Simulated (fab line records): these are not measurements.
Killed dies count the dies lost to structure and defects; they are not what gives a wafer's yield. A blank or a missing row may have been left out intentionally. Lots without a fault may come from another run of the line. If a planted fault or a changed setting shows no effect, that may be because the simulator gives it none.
fab line records    flow n5_finfet
record lots=7  wafers=21
route steps=1938 shown WELL_APT@21 FIN_SAQP@143 SD_EPI_N@278 SDB@350 HKMG_FIN@434 GATE_CUT@490
start_h: hours from the record's opening day to when the first of the lot's shown wafers began    wait_h: how many hours have passed since the lot's step before this one    " same as the row above    L1.1+2: a row that stands for several wafers    - value missing, or start not given    * or withheld: withheld    < > ~ a bound
route shown NAME@n: names a module that has steps shown in the file, with the first one's number in the route    usual: average and standard deviation across the fault-free wafers    same: alike in all rows    chamber/n: place in a boat    sites: each site's reading    _std_site: the standard deviation of these    _edge_site: mean of outer sites minus mean of inner sites    radius_mm: how far each site lies from the wafer's centre    mask NAME#n: copy n    behind: the tool/chamber that last shaped the wafer    hold: why the lot was held/for how many hours/how that ended    device: transistor that didn't switch, given as n, p or np    end of line: tests run on the same wafers once the route is complete    for a step that has no rows: nothing shown but its recipe    killed: dies that structure and defects cost at the first sort, which is not the same as the wafer's yield    map: a wafer's dies, marking killed ones x, the rest . and places with no die _
set.NAME: the setting as run; set.NAME@STEP: as run at that earlier step    model.NAME: the simulator's own value behind a step, which no gauge read
one table per step and one row per wafer, for lots whose settings were changed on purpose
## steps
# step N5_WELL_APT_COAT_02
# recipe spin_rpm=1357  resist_thk_nm=950
lot.wafer  tool            chamber  start_h  wait_h  set.spin_rpm  model.coat_of_WELL_APT_COAT_02.thk_nm
L079.1     litho_track-04  0        -        -       1357          945.9
L079.2     "               0        "        "       1357          944.2
L079.5     "               0        "        "       1496          902
L080.1     litho_track-05  0        -        -       1357          949.8
L080.3     "               0        "        "       1258          986.6
L080.5     "               0        "        "       1258          986.5
L084.2     litho_track-03  0        -        -       1357          953.8
L084.3     "               0        "        "       1453          921
L084.4     "               0        "        "       1453          922.9
L088.1     litho_track-05  0        -        -       1357          952.4
L088.3     "               0        "        "       1357          951.4
L088.4     "               0        "        "       1357          950.1
L089.2+6   litho_track-05  0        -        -       1357          945.9
L089.3     "               0        "        "       1357          948.1
L091.3     litho_track-03  0        -        -       1357          951.7
L091.4     "               0        "        "       1484          909.9
L091.6     "               0        "        "       1357          950.9
L096.1     litho_track-03  0        -        -       1437          926.3
L096.3     "               0        "        "       1357          952.2
L096.4     "               0        "        "       1357          953.4
# step N5_WELL_APT_COAT_19
# recipe spin_rpm=1357  resist_thk_nm=950
lot.wafer  tool            chamber  start_h  wait_h  set.spin_rpm  model.coat_of_WELL_APT_COAT_19.thk_nm
L079.1     litho_track-04  0        -        -       1319          964.8
L079.2     "               0        "        "       1357          949.1
L079.5     "               0        "        "       1319          966.2
L080.1     litho_track-04  0        -        -       1357          948.6
L080.3     "               0        "        "       1310          968.3
L080.5     "               0        "        "       1310          965.5
L084.2     litho_track-05  0        -        -       1357          949.1
L084.3+4   "               0        "        "       1210          1004
L088.1     litho_track-03  0        -        -       1357          953.9
L088.3     "               0        "        "       1357          951.5
L088.4     "               0        "        "       1357          950.1
L089.2     litho_track-04  0        -        -       1357          951.3
L089.3     "               0        "        "       1357          950.5
L089.6     "               0        "        "       1422          929.9
L091.3     litho_track-05  0        -        -       1211          1005
L091.4     "               0        "        "       1357          950.5
L091.6     "               0        "        "       1357          949.9
L096.1     litho_track-05  0        -        -       1357          947.2
L096.3     "               0        "        "       1357          950
L096.4     "               0        "        "       1470          911.6
# step N5_WELL_APT_PEB_23
# recipe peb_temp_c=130  peb_time_s=90
lot.wafer   tool            chamber  start_h  wait_h  set.peb_temp_c
L079.1      litho_track-05  0        44.96    0.1     130
L079.2+5    "               0        "        "       131.7
L080.1+5    litho_track-03  0        50.83    0.1     133
L080.3      "               0        "        "       130
L084.2+4    litho_track-05  0        74.95    0.0     131.8
L084.3      "               0        "        "       130
L088.1+3+4  litho_track-04  0        99.13    0.1     130
L089.2      litho_track-04  0        104.86   0.0     130
L089.3+6    "               0        "        "       131.9
L091.3+4+6  litho_track-03  0        117.41   0.0     130
L096.1      litho_track-03  0        146.82   0.1     130
L096.3+4    "               0        "        "       132.3
# step N5_WELL_APT_DEVELOP_24
# recipe develop_time_s=45  rinse_liquid=surfactant_rinse  dry=air_spin  dev_temp_c=21
# step N5_WELL_APT_HARDBAKE_29
# recipe temp_c=130  time_s=120
# step N5_WELL_APT_CD_MEAS_25
# recipe target_cd_nm=200  landing_energy_ev=500  detector=se_inlens
# usual cd_nm=200.8/1.9
lot.wafer  tool       chamber  start_h  wait_h  set.peb_temp_c@WELL_APT_PEB_23  cd_nm
L079.1     cd_sem-03  0        45.08    -       130                             200.1
L079.2     "          0        "        "       131.7                           209.0
L079.5     "          0        "        "       131.7                           209.1
L080.1     cd_sem-02  0        50.94    -       133                             214.7
L080.3     "          0        "        "       130                             199.4
L080.5     "          0        "        "       133                             211.7
L084.2     cd_sem-03  0        75.06    -       131.8                           208.8
L084.3     "          0        "        "       130                             198.9
L084.4     "          0        "        "       131.8                           210.1
L088.1     cd_sem-03  0        99.24    -       130                             204.0
L088.3     "          0        "        "       130                             198.4
L088.4     "          0        "        "       130                             199.1
L089.2     cd_sem-02  0        104.98   -       130                             201.2
L089.3     "          0        "        "       131.9                           212.2
L089.6     "          0        "        "       131.9                           213.5
L091.3     cd_sem-02  0        117.52   -       130                             196.8
L091.4     "          0        "        "       130                             197.2
L091.6     "          0        "        "       130                             198.9
L096.1     cd_sem-03  0        146.94   -       130                             200.8
L096.3     "          0        "        "       132.3                           214.2
L096.4     "          0        "        "       132.3                           211.6
# step N5_WELL_APT_DESCUM_30
# recipe chemistry=O2  time_s=7.9  source_power_w=50  bias_power_w=20  pressure_mtorr=20  rf_frequency_hz=2.712e+07  temp_c=40  o2_flow_sccm=225
lot.wafer  tool         chamber  start_h  wait_h  set.peb_temp_c@WELL_APT_PEB_23  model.WELL_APT.cd_nm
L079.1     rie_diel-02  3        45.17    0.0     130                             200.1
L079.2     "            0        "        "       131.7                           209
L079.5     "            0        "        "       131.7                           209.3
L080.1     rie_diel-05  2        51.03    0.0     133                             214.6
L080.3     "            1        "        "       130                             199.3
L080.5     "            1        "        "       133                             211.9
L084.2     rie_diel-04  1        75.15    0.0     131.8                           208.9
L084.3     "            3        "        "       130                             199
L084.4     "            0        "        "       131.8                           209.9
L088.1     rie_diel-04  1        99.33    0.0     130                             204
L088.3     "            3        "        "       130                             198.4
L088.4     "            2        "        "       130                             199.3
L089.2     rie_diel-02  2        105.07   0.0     130                             201.2
L089.3     "            1        "        "       131.9                           212.2
L089.6     "            2        "        "       131.9                           213.7
L091.3     rie_diel-04  2        118.18   0.6     130                             196.9
L091.4     "            1        "        "       130                             197.5
L091.6     "            2        "        "       130                             199
L096.1     rie_diel-04  1        147.09   0.1     130                             200.9
L096.3     "            3        "        "       132.3                           213.8
L096.4     "            2        "        "       132.3                           211.6
# step N5_FIN_SAQP_ETCH_34
# recipe chemistry=C4F6/O2  target=SiO2  target_depth_a=450  time_s=15  ion_energy_ev=250  pressure_mtorr=30  source_w=345  bias_w=185  Ar_flow_sccm=300  C4F6_flow_sccm=10  O2_flow_sccm=10  ends=cleared
# usual rf_vpp_V=671/11
lot.wafer  tool         chamber  start_h  wait_h  set.source_w  rf_vpp_V
L079.1     rie_diel-05  1        55.52    0.0     297.3         723
L079.2     "            0        "        "       297.3         742
L079.5     "            1        "        "       345           669
L080.1     rie_diel-02  2        62.44    0.0     345           683
L080.3     "            3        "        "       345           685
L080.5     "            0        "        "       318.3         698
L084.2     rie_diel-02  3        85.55    0.0     345           686
L084.3     "            2        "        "       345           684
L084.4     "            0        "        "       345           669
L088.1     rie_diel-05  1        110.21   0.0     345           669
L088.3     "            0        "        "       345           689
L088.4     "            3        "        "       345           670
L089.2     rie_diel-04  2        116.87   0.0     345           653
L089.3     "            3        "        "       345           667
L089.6     "            0        "        "       345           645
L091.3     rie_diel-05  2        129.38   0.0     390.7         630
L091.4     "            1        "        "       390.7         629
L091.6     "            0        "        "       345           686
L096.1     rie_diel-05  1        159.32   0.0     345           669
L096.3     "            3        "        "       345           669
L096.4     "            2        "        "       316.9         701
# step N5_SD_EPI_N_ETCH_45
# recipe chemistry=CH3F/O2  target=SiOCN  target_depth_a=60  mask_material=SOC  ion_energy_ev=60  bias_w=29  pressure_mtorr=15  source_w=410  Ar_flow_sccm=150  CH3F_flow_sccm=30  O2_flow_sccm=20
lot.wafer  tool         chamber  start_h  wait_h  set.target_depth_a  model.etch.depth_nm
L079.1     rie_diel-02  2        78.44    0.1     60                  6.183
L079.2     "            3        "        "       60                  6.181
L079.5     "            0        "        "       60                  5.892
L080.1     rie_diel-02  3        84.54    0.1     66.06               6.811
L080.3     "            0        "        "       60                  5.764
L080.5     "            0        "        "       66.06               6.413
L084.2     rie_diel-02  0        108.81   0.1     60                  5.839
L084.3     "            1        "        "       54.73               5.201
L084.4     "            2        "        "       54.73               5.548
L088.1     rie_diel-04  2        136.35   0.1     60                  5.954
L088.3     "            0        "        "       60                  5.938
L088.4     "            1        "        "       60                  5.734
L089.2     rie_diel-05  0        139.40   0.1     60                  5.827
L089.3     "            2        "        "       62.62               6.327
L089.6     "            1        "        "       60                  5.773
L091.3     rie_diel-04  0        153.98   0.1     57.86               5.747
L091.4     "            1        "        "       57.86               5.562
L091.6     "            2        "        "       60                  6.052
L096.1     rie_diel-04  1        182.85   0.1     60                  5.758
L096.3     "            2        "        "       64.37               6.395
L096.4     "            3        "        "       60                  5.811
# step N5_SDB_COAT_05
# recipe resist=CAR-ArF  spin_rpm=1500  resist_thk_nm=90
lot.wafer  tool            chamber  start_h  wait_h  set.spin_rpm  model.CAR-ArF_of_SDB_COAT_05.thk_nm
L079.1     litho_track-03  0        -        -       1381          94
L079.2     "               0        "        "       1500          90.2
L079.5     "               0        "        "       1381          93.8
L080.1     litho_track-05  0        -        -       1563          88
L080.3     "               0        "        "       1563          88.2
L080.5     "               0        "        "       1500          90
L084.2     litho_track-03  0        -        -       1500          90.4
L084.3     "               0        "        "       1369          93.8
L084.4     "               0        "        "       1500          89.8
L088.1     litho_track-01  0        -        -       1500          90.8
L088.3+4   "               0        "        "       1500          90.6
L089.2     litho_track-03  0        -        -       1398          93.8
L089.3     "               0        "        "       1500          90.6
L089.6     "               0        "        "       1500          90.4
L091.3+4   litho_track-05  0        -        -       1500          90.2
L091.6     "               0        "        "       1500          90.4
L096.1     litho_track-01  0        -        -       1500          90
L096.3     "               0        "        "       1404          93
L096.4     "               0        "        "       1404          93.2
# step N5_SDB_EBR_07
# recipe solvent=PGMEA  ebr_width_mm=1.5
# step N5_SDB_SOFTBAKE_06
# recipe temp_c=110  time_s=60  resist=CAR-ArF
# step N5_SDB_EXPOSE_08
# recipe mask_id=SDB  na=1.35  source_shape=conventional  sigma_outer=0.5  polarization=unpolarized  dose_mj=49.6
# step N5_SDB_PEB_09
# recipe peb_temp_c=withheld  peb_time_s=60  resist=CAR-ArF
# step N5_SDB_DEVELOP_10
# recipe develop_time_s=30  developer=TMAH  resist=CAR-ArF  rinse_liquid=diw  dry=air_spin  dev_temp_c=23
lot.wafer  tool            chamber  start_h  wait_h  set.spin_rpm@SDB_COAT_05  model.CAR-ArF_of_SDB_COAT_05.thk_nm
L079.1     litho_track-01  0        -        -       1381                      92.4
L079.2     "               0        "        "       1500                      88.4
L079.5     "               0        "        "       1381                      92.2
L080.1     litho_track-05  0        -        -       1563                      86.2
L080.3     "               0        "        "       1563                      86.6
L080.5     "               0        "        "       1500                      88.4
L084.2     litho_track-03  0        -        -       1500                      88.8
L084.3     "               0        "        "       1369                      92.2
L084.4     "               0        "        "       1500                      88
L088.1+3   litho_track-01  0        -        -       1500                      89
L088.4     "               0        "        "       1500                      88.8
L089.2     litho_track-05  0        -        -       1398                      92
L089.3     "               0        "        "       1500                      88.8
L089.6     "               0        "        "       1500                      88.6
L091.3+4   litho_track-03  0        -        -       1500                      88.4
L091.6     "               0        "        "       1500                      88.6
L096.1     litho_track-05  0        -        -       1500                      88.2
L096.3     "               0        "        "       1404                      91.2
L096.4     "               0        "        "       1404                      91.6
# step N5_HKMG_FIN_ETCH_31
# recipe chemistry=CF4  target=SiARC  target_depth_a=455  mask_material=CAR-ArF  time_s=75.8  ion_energy_ev=80  pressure_mtorr=40  source_w=545  bias_w=36  Ar_flow_sccm=100  cf4_flow_sccm=100  ends=cleared
# usual rf_vpp_V=184.0/1.2
lot.wafer  tool         chamber  start_h  wait_h  set.bias_w  rf_vpp_V
L079.1     rie_diel-04  1        104.38   0.0     36          185.1
L079.2     "            2        "        "       36          185.2
L079.5     "            1        "        "       36          185.4
L080.1     rie_diel-02  3        112.97   0.0     36          184.6
L080.3     "            1        "        "       36          184.7
L080.5     "            3        "        "       30.62       165.4
L084.2     rie_diel-05  1        135.46   0.0     36          182.8
L084.3     "            0        "        "       36          183.6
L084.4     "            2        "        "       41.72       203.0
L088.1     rie_diel-04  0        163.85   0.0     36          183.7
L088.3     "            3        "        "       36          183.7
L088.4     "            2        "        "       36          182.4
L089.2     rie_diel-04  0        165.17   0.0     36          183.9
L089.3     "            3        "        "       36          184.6
L089.6     "            3        "        "       36          185.2
L091.3     rie_diel-02  0        181.75   0.0     38.29       189.9
L091.4     "            1        "        "       38.29       191.7
L091.6     "            3        "        "       38.29       190.9
L096.1     rie_diel-02  3        207.96   0.0     36          183.9
L096.3     "            1        "        "       32.48       171.8
L096.4     "            2        "        "       32.48       173.6
# step N5_HKMG_FIN_ETCH_35
# recipe chemistry=N2/H2  target=SOC  target_depth_a=2158  ion_energy_ev=65  bias_w=5  source_w=3000  time_s=243.4  pressure_mtorr=30  n2_flow_sccm=200  h2_flow_sccm=200
# usual rf_vpp_V=141.5/1
lot.wafer  tool         chamber  start_h  wait_h  set.bias_w  rf_vpp_V
L079.1     rie_diel-04  1        104.65   0.0     5.509       150.8
L079.2     "            2        "        "       5           139.4
L079.5     "            1        "        "       5           141.4
L080.1     rie_diel-02  3        113.24   0.0     5           140.5
L080.3     "            1        "        "       5           142.2
L080.5     "            3        "        "       5           142.3
L084.2     rie_diel-05  1        135.72   0.0     5           139.9
L084.3     "            0        "        "       5           140.8
L084.4     "            2        "        "       5.831       157.4
L088.1     rie_diel-04  0        164.12   0.0     5           140.9
L088.3     "            3        "        "       5           142.4
L088.4     "            2        "        "       5           140.6
L089.2     rie_diel-04  0        165.43   0.0     5           140.8
L089.3     "            3        "        "       5           141.9
L089.6     "            3        "        "       5           143.0
L091.3     rie_diel-02  0        182.02   0.0     4.477       129.8
L091.4     "            1        "        "       5           143.0
L091.6     "            3        "        "       5           142.1
L096.1     rie_diel-02  3        208.22   0.0     5           140.8
L096.3     "            1        "        "       5.284       146.8
L096.4     "            2        "        "       5           142.8
# step N5_GATE_CUT_DESCUM_18
# recipe chemistry=O2  time_s=7  source_power_w=50  bias_power_w=20  pressure_mtorr=20  rf_frequency_hz=2.712e+07  temp_c=40  resist=CAR-EUV  o2_flow_sccm=225
lot.wafer   tool         chamber  start_h  wait_h  set.time_s  model.CAR-EUV_of_GATE_CUT_COAT_07.thk_nm
L079.1+2    rie_diel-03  3,1      112.59   0.0     6.339       26.4
L079.5      "            2        "        "       7           26
L080.1      rie_diel-06  3        121.64   0.0     7           26
L080.3+5    "            2        "        "       7           26.2
L084.2      rie_diel-01  0        143.92   0.3     8.485       25.6
L084.3      "            3        "        "       8.485       25.4
L084.4      "            1        "        "       7           26
L088.1+3+4  rie_diel-06  2,0,2    172.27   0.0     7           26
L089.2+3    rie_diel-01  3,0      173.40   0.0     6.275       26.4
L089.6      "            1        "        "       7           26
L091.3      rie_diel-03  0        190.08   0.0     6.299       26.2
L091.4      "            1        "        "       7           26
L091.6      "            2        "        "       6.299       26.4
L096.1      rie_diel-01  1        216.29   0.0     7           26
L096.3+4    "            2,0      "        "       7           26.2
# step N5_GATE_CUT_ETCH_28
# recipe chemistry=N2/H2  target=underlayer  target_depth_a=130  mask_material=CAR-EUV  time_s=10.4  ion_energy_ev=200  pressure_mtorr=30  source_w=840  bias_w=150  n2_flow_sccm=200  h2_flow_sccm=200  ends=cleared
lot.wafer   tool         chamber  start_h  wait_h  set.time_s@GATE_CUT_DESCUM_18  model.CAR-EUV_of_GATE_CUT_COAT_07.thk_nm
L079.1+2    rie_diel-03  3,1      112.62   0.0     6.339                          14.8
L079.5      "            2        "        "       7                              14.4
L080.1+3+5  rie_diel-06  3,2,2    121.68   0.0     7                              14.8
L084.2      rie_diel-01  0        143.96   0.0     8.485                          14.2
L084.3      "            3        "        "       8.485                          14
L084.4      "            1        "        "       7                              14.6
L088.1+4    rie_diel-06  2        172.30   0.0     7                              14.8
L088.3      "            0        "        "       7                              14.6
L089.2+3    rie_diel-01  3,0      173.43   0.0     6.275                          15
L089.6      "            1        "        "       7                              14.6
L091.3+6    rie_diel-03  0,2      190.12   0.0     6.299                          14.8
L091.4      "            1        "        "       7                              14.6
L096.1+3    rie_diel-01  1,2      216.32   0.0     7                              14.6
L096.4      "            0        "        "       7                              14.8
## key
split step=N5_WELL_APT_COAT_02  setting=spin_rpm  stated=1357  by=wafer
response step=N5_WELL_APT_COAT_02  reading=model.coat_of_WELL_APT_COAT_02.thk_nm  change=-4.47  per=1%  r=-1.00
split step=N5_WELL_APT_COAT_19  setting=spin_rpm  stated=1357  by=wafer
response step=N5_WELL_APT_COAT_19  reading=model.coat_of_WELL_APT_COAT_19.thk_nm  change=-4.93  per=1%  r=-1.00
split step=N5_WELL_APT_PEB_23  setting=peb_temp_c  stated=130  by=wafer
response step=N5_WELL_APT_CD_MEAS_25  reading=cd_nm  change=+6.79  per=1%  r=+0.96
response step=N5_WELL_APT_DESCUM_30  reading=model.WELL_APT.cd_nm  change=+6.8  per=1%  r=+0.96
split step=N5_FIN_SAQP_ETCH_34  setting=source_w  stated=345  by=wafer
response step=N5_FIN_SAQP_ETCH_34  reading=rf_vpp_V  change=-4.07  per=1%  r=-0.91
split step=N5_SD_EPI_N_ETCH_45  setting=target_depth_a  stated=60  by=wafer
response step=N5_SD_EPI_N_ETCH_45  reading=model.etch.depth_nm  change=+0.0788  per=1%  r=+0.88
split step=N5_SDB_COAT_05  setting=spin_rpm  stated=1500  by=wafer
response step=N5_SDB_COAT_05  reading=model.CAR-ArF_of_SDB_COAT_05.thk_nm  change=-0.459  per=1%  r=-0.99
response step=N5_SDB_DEVELOP_10  reading=model.CAR-ArF_of_SDB_COAT_05.thk_nm  change=-0.473  per=1%  r=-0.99
split step=N5_HKMG_FIN_ETCH_31  setting=bias_w  stated=36  by=wafer
response step=N5_HKMG_FIN_ETCH_31  reading=rf_vpp_V  change=+1.25  per=1%  r=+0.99
split step=N5_HKMG_FIN_ETCH_35  setting=bias_w  stated=5  by=wafer
response step=N5_HKMG_FIN_ETCH_35  reading=rf_vpp_V  change=+1.06  per=1%  r=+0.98
split step=N5_GATE_CUT_DESCUM_18  setting=time_s  stated=7  by=wafer
response step=N5_GATE_CUT_DESCUM_18  reading=model.CAR-EUV_of_GATE_CUT_COAT_07.thk_nm  change=-0.0288  per=1%  r=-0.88
response step=N5_GATE_CUT_ETCH_28  reading=model.CAR-EUV_of_GATE_CUT_COAT_07.thk_nm  change=-0.0275  per=1%  r=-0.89
